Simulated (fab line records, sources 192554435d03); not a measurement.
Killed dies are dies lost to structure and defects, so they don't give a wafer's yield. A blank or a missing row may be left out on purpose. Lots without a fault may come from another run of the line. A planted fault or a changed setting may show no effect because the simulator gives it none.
Chamber matching | flow n5_finfet | N5_FIN_SAQP_HM_OPEN_33 on rie_diel-01: 4 sister chambers
The step chemistry CH3F/O2, target SiNx, target depth 49.4 nm, time 70.6 s. 4 wafers are shown with their chamber, then 8 later ones without.

WAFERS WITH THEIR CHAMBER
wafer  | chamber | rf_vpp_V (V)
L708.3 | 1       | 297
L715.3 | 2       | 304
L715.5 | 3       | 292
L716.1 | 0       | 289

WAFERS WITHOUT THEIR CHAMBER
wafer  | rf_vpp_V (V)
L716.4 | 295
L716.5 | 296
L718.1 | 295
L718.3 | 287
L718.4 | 293
L719.3 | 289
L719.5 | 291
L719.6 | 306

WHICH CHAMBER EACH WENT THROUGH
wafer  | from the rows above          | in truth
L716.4 | can't be placed: 1 or 3      | 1
L716.5 | can't be placed: 1 or 3      | 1
L718.1 | can't be placed: 1 or 3      | 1
L718.3 | can't be placed: 0 or 3      | 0
L718.4 | can't be placed: 3 or 0 or 1 | 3
L719.3 | can't be placed: 0 or 3      | 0
L719.5 | can't be placed: 3 or 0      | 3
L719.6 | 2                            | 2
Placed correctly: 1 of 8. Can't be placed from these rows: 7 (the true chamber is among the candidates in 7). Placed wrongly: 0.
How it was worked out, from the rows above alone: a wafer's distance from a chamber is the root of the sum, over the readings, of the square of ((its reading less the chamber's mean) divided by the reading's scatter). The wafer belongs to the nearest chamber; if the next one is less than 2 further off, it can't be placed. A chamber's mean is the mean of its shown wafers. The scatter: with one shown wafer a chamber, the root of the mean of the squares of how far each hidden wafer lies from its nearest shown one.
